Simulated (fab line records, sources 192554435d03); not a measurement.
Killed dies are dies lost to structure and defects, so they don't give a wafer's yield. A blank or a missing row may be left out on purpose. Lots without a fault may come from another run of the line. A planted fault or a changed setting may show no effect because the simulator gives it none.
Which tool did it? | flow n5_finfet | 24 lots, 72 wafers sampled, at 1 step of a route of 1938

WHAT THE GAUGES READ, wafer by wafer
N5_ZERO_LAYER_CD_MEAS_11: target cd 2000 nm. Usual: cd_nm 2000.5 nm, standard deviation 1.5.
lot  | measured    | on        | cd_nm (nm)           | flag
L074 | day 1 12:46 | cd_sem-01 | 1997.6 1999.4 1997.7 |
L075 | day 1 18:46 | cd_sem-02 | 2001.0 2001.3 2002.4 |
L076 | day 2 00:47 | cd_sem-01 | 1999.4 2000.6 1999.5 |
L077 | day 2 06:47 | cd_sem-02 | 2003.5 2000.5 2002.2 |
L078 | day 2 12:49 | cd_sem-01 | 2002.1 2001.3 1998.2 |
L079 | day 2 18:46 | cd_sem-02 | 2000.8 2001.4 1997.7 |
L080 | day 3 00:40 | cd_sem-03 | 2001.7 2002.1 2002.2 |
L081 | day 3 06:40 | cd_sem-03 | 2000.5 2001.2 2001.9 |
L082 | day 3 12:40 | cd_sem-02 | 2001.9 2002.5 2000.6 |
L083 | day 3 18:40 | cd_sem-01 | 1999.8 1999.7 2001.6 |
L084 | day 4 00:47 | cd_sem-03 | 2001.0 2001.6 2002.5 |
L085 | day 4 06:46 | cd_sem-02 | 2002.7 2002.7 2002.6 |
L086 | day 4 12:47 | cd_sem-03 | 1999.1 2001.3 2000.3 |
L087 | day 4 18:40 | cd_sem-03 | 2000.7 2002.1 2002.4 |
L088 | day 5 00:46 | cd_sem-01 | 1999.8 1999.1 1999.5 |
L089 | day 5 06:46 | cd_sem-03 | 1998.0 1998.8 1997.5 |
L090 | day 5 12:39 | cd_sem-03 | 2001.2 1999.7 2002.7 |
L091 | day 5 18:38 | cd_sem-01 | 2001.6 2001.3 2001.3 |
L092 | day 6 00:46 | cd_sem-01 | 2002.8 2000.6 2001.3 |
L093 | day 6 06:46 | cd_sem-01 | 1998.9 1999.9 1999.0 |
L094 | day 6 12:47 | cd_sem-02 | 2002.0 2002.7 2001.7 |
L095 | day 6 18:46 | cd_sem-02 | 2001.0 1999.8 2000.4 |
L096 | day 7 00:38 | cd_sem-03 | 1996.1 1999.6 1998.2 |
L097 | day 7 06:38 | cd_sem-03 | 1999.9 1999.4 1998.6 |

WHICH TOOL RAN EACH LOT (tool, then ch and the chambers of the sampled wafers, then the start)
The record holds no process step before these readings.

WHAT THE TOOLS THEMSELVES READ (means of the sampled wafers that have a number; where no wafer has one, the mark that the record gives instead)
The record holds no such reading with a usual standard deviation.

THE ANSWER, worked out from the rows above alone
Rule: a lot is off if the mean of its wafers that have a number lies more than 3 standard deviations from the usual mean. A lot without any number at a reading at which 4 lots or more have one is off too. The other lots that the step has rows for count as sound. The gauges are gone through in route order, then the tools' own readings, and for those a lot's mean is taken as printed above. The first step at which some lot is off is used, and at that step the reading that is off furthest; a lot without a number counts as furthest.
No lot is off at any reading shown: from this, nothing can be told.

WHAT THE SIMULATOR HAD PUT IN
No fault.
